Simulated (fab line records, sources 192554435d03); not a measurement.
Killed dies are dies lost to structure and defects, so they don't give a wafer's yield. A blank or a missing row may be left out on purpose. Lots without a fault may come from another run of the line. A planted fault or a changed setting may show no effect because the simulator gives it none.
Chamber matching | flow n5_finfet | N5_BEOL_M3_ETCH_63 on rie_diel-06: 4 sister chambers
The step etches SiARC in CF4, target depth 15.6 nm, time 26 s. 4 wafers are shown with their chamber, then 10 later ones without.

WAFERS WITH THEIR CHAMBER
wafer  | chamber | showerhead_plenum_p_Torr (Torr)
L083.5 | 3       | 2.10
L083.6 | 0       | 2.19
L086.2 | 2       | 2.04
L086.3 | 1       | 2.10

WAFERS WITHOUT THEIR CHAMBER
wafer  | showerhead_plenum_p_Torr (Torr)
L086.6 | 2.10
L088.1 | 2.03
L088.2 | 2.09
L088.4 | 2.19
L089.2 | 2.19
L089.4 | 2.03
L089.5 | 2.19
L093.1 | 2.10
L093.2 | 2.18
L093.3 | 2.09

WHICH CHAMBER EACH WENT THROUGH
wafer  | from the rows above     | in truth
L086.6 | can't be placed: 1 or 3 | 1
L088.1 | 2                       | 2
L088.2 | can't be placed: 1 or 3 | 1
L088.4 | 0                       | 0
L089.2 | 0                       | 0
L089.4 | 2                       | 2
L089.5 | 0                       | 0
L093.1 | can't be placed: 1 or 3 | 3
L093.2 | 0                       | 0
L093.3 | can't be placed: 1 or 3 | 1
Placed correctly: 6 of 10. Can't be placed from these rows: 4 (the true chamber is among the candidates in 4). Placed wrongly: 0.
How it was worked out, from the rows above alone: a wafer's distance from a chamber is the root of the sum, over the readings, of the square of ((its reading less the chamber's mean) divided by the reading's scatter). The wafer belongs to the nearest chamber; if the next one is less than 2 further off, it can't be placed. A chamber's mean is the mean of its shown wafers. The scatter: with one shown wafer a chamber, the root of the mean of the squares of how far each hidden wafer lies from its nearest shown one.
